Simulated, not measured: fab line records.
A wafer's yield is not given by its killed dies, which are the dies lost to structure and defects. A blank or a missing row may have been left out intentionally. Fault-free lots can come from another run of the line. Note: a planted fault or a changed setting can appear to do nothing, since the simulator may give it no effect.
Chamber matching || flow n5-finfet || N5_DUMMY_REMOVAL_HM_STRIP_01 on rie-diel-03: 4 sister chambers
The step strips SiNx in CH3F/O2, stops on poly-Si, target depth 4 nm, time 6.8 s. 4 wafers are shown with their chamber, then 11 later ones without.

EACH WAFER AND ITS CHAMBER
{"wafer": "L087.2", "chamber": 1, "showerhead-plenum-p-Torr (Torr)": 2.09}
{"wafer": "L090.5", "chamber": 3, "showerhead-plenum-p-Torr (Torr)": 2.04}
{"wafer": "L090.6", "chamber": 0, "showerhead-plenum-p-Torr (Torr)": 1.93}
{"wafer": "L091.2", "chamber": 2, "showerhead-plenum-p-Torr (Torr)": 2.00}

WAFERS WHOSE CHAMBER IS MISSING
{"wafer": "L091.5", "showerhead-plenum-p-Torr (Torr)": 1.93}
{"wafer": "L091.6", "showerhead-plenum-p-Torr (Torr)": 2.09}
{"wafer": "L092.1", "showerhead-plenum-p-Torr (Torr)": 2.04}
{"wafer": "L092.4", "showerhead-plenum-p-Torr (Torr)": 2.00}
{"wafer": "L092.6", "showerhead-plenum-p-Torr (Torr)": 2.09}
{"wafer": "L094.1", "showerhead-plenum-p-Torr (Torr)": 1.93}
{"wafer": "L094.2", "showerhead-plenum-p-Torr (Torr)": 2.03}
{"wafer": "L094.6", "showerhead-plenum-p-Torr (Torr)": 1.93}
{"wafer": "L097.1", "showerhead-plenum-p-Torr (Torr)": 2.08}
{"wafer": "L097.2", "showerhead-plenum-p-Torr (Torr)": 2.00}
{"wafer": "L097.5", "showerhead-plenum-p-Torr (Torr)": 2.00}

WHICH CHAMBER EACH WENT THROUGH
{"wafer": "L091.5", "from the rows above": 0, "in truth": 0}
{"wafer": "L091.6", "from the rows above": 1, "in truth": 1}
{"wafer": "L092.1", "from the rows above": 3, "in truth": 3}
{"wafer": "L092.4", "from the rows above": 2, "in truth": 2}
{"wafer": "L092.6", "from the rows above": 1, "in truth": 1}
{"wafer": "L094.1", "from the rows above": 0, "in truth": 0}
{"wafer": "L094.2", "from the rows above": 3, "in truth": 3}
{"wafer": "L094.6", "from the rows above": 0, "in truth": 0}
{"wafer": "L097.1", "from the rows above": 1, "in truth": 1}
{"wafer": "L097.2", "from the rows above": 2, "in truth": 2}
{"wafer": "L097.5", "from the rows above": 2, "in truth": 2}
11 of 11 placed correctly. Left unplaced by these rows: 0. 0 placed wrongly.
How it was worked out, from the rows above alone: a wafer's distance from a chamber is the root of the sum, over the readings, of the square of ((its reading less the chamber's mean) divided by the reading's scatter). If the next closest chamber is less than 2 further off than the closest, the wafer can't be placed; otherwise it belongs to the closest. For every chamber, the mean is computed from those of its wafers that are shown. The scatter: with one shown wafer a chamber, the root of the mean of the squares of how far each hidden wafer lies from its nearest shown one.
